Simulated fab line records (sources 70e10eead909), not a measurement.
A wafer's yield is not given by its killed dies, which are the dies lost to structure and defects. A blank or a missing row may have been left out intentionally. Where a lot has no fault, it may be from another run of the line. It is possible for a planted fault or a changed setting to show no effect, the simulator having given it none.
Matching of chambers -- flow nand_harc -- NHARC_P_BONDPAD_DESCUM_11 on rie_diel-09 has 4 sister chambers
The step chemistry O2, time 3 s. 8 wafers are shown with their chamber, then 7 later ones without.

## EACH WAFER AND ITS CHAMBER
wafer,chamber,showerhead_plenum_p_Torr (Torr),oes_product_au (a.u.)
L702.2,3,1.82,1.008
L702.3,0,1.95,1.003
L704.5,2,1.80,1.002
L706.3,1,2.05,0.981
L706.4,3,1.82,1.006
L706.6,2,1.79,0.989
L720.1,0,1.94,0.997
L720.4,1,2.05,0.999

## WAFERS WHOSE CHAMBER IS MISSING
wafer,showerhead_plenum_p_Torr (Torr),oes_product_au (a.u.)
L720.6,2.05,0.999
L719.1,2.05,1.001
L719.4,1.94,0.995
L719.6,2.05,0.988
L722.1,1.94,0.996
L722.4,1.79,1.001
L722.6,1.82,1.014

## CHAMBER TAKEN BY EACH
wafer,from the rows above,in truth
L720.6,1,1
L719.1,1,1
L719.4,0,0
L719.6,1,1
L722.1,0,0
L722.4,2,2
L722.6,3,3
Correctly placed: 7 of 7. Can't be placed from these rows: 0. 0 placed wrongly.
How it was worked out, from the rows above alone: a wafer's distance from a chamber is the root of the sum, over the readings, of the square of ((its reading less the chamber's mean) divided by the reading's scatter). The wafer belongs to the nearest chamber; if the next one is less than 2 further off, it can't be placed. A chamber's mean is the mean of its shown wafers. The scatter is the square root of a quotient: the sum, over the shown wafers, of each reading's squared deviation from its chamber's mean, divided by wafers minus chambers.
